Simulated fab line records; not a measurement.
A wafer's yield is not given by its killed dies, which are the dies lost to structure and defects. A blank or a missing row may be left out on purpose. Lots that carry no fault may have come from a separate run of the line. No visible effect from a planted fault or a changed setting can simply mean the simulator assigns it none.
Chamber matching || flow n5 finfet || N5_BEOL_M1_DEP_57 on pecvd-02 has 3 sister chambers
The step deposits SiCN from 3MS/NH3, target thk 8 nm, time 14 s. 3 wafers are shown with their chamber, then 9 later ones without.

## WAFERS, EACH WITH ITS CHAMBER
{"wafer": "L087.1", "chamber": 2, "throttle valve pct (%)": 8.6}
{"wafer": "L087.2", "chamber": 0, "throttle valve pct (%)": 9.5}
{"wafer": "L087.3", "chamber": 1, "throttle valve pct (%)": 9.1}

## WAFERS WITH NO CHAMBER GIVEN
{"wafer": "L089.1", "throttle valve pct (%)": 9.8}
{"wafer": "L089.2", "throttle valve pct (%)": 8.6}
{"wafer": "L089.3", "throttle valve pct (%)": 9.0}
{"wafer": "L088.1", "throttle valve pct (%)": 9.6}
{"wafer": "L088.4", "throttle valve pct (%)": 9.1}
{"wafer": "L088.6", "throttle valve pct (%)": 8.8}
{"wafer": "L097.1", "throttle valve pct (%)": 9.9}
{"wafer": "L097.2", "throttle valve pct (%)": 8.8}
{"wafer": "L097.3", "throttle valve pct (%)": 9.0}

## CHAMBER TAKEN BY EACH
{"wafer": "L089.1", "from the rows above": "can't be placed: 0 or 1", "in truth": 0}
{"wafer": "L089.2", "from the rows above": 2, "in truth": 2}
{"wafer": "L089.3", "from the rows above": "can't be placed: 1 or 2 or 0", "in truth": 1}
{"wafer": "L088.1", "from the rows above": "can't be placed: 0 or 1", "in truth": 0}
{"wafer": "L088.4", "from the rows above": "can't be placed: 1 or 0", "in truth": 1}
{"wafer": "L088.6", "from the rows above": "can't be placed: 2 or 1", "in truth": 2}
{"wafer": "L097.1", "from the rows above": "can't be placed: 0 or 1", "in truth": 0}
{"wafer": "L097.2", "from the rows above": "can't be placed: 2 or 1", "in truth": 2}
{"wafer": "L097.3", "from the rows above": "can't be placed: 1 or 2 or 0", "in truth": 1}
Correctly placed: 1 of 9. Can't be placed from these rows: 8 (the true chamber is among the candidates in 8). Number placed wrongly: 0.
How it was worked out, from the rows above alone: a wafer's distance from a chamber is the root of the sum, over the readings, of the square of ((its reading less the chamber's mean) divided by the reading's scatter). If the next closest chamber is less than 2 further off than the closest, the wafer can't be placed; otherwise it belongs to the closest. For every chamber, the mean is computed from those of its wafers that are shown. The scatter: with one shown wafer a chamber, the root of the mean of the squares of how far each hidden wafer lies from its nearest shown one.
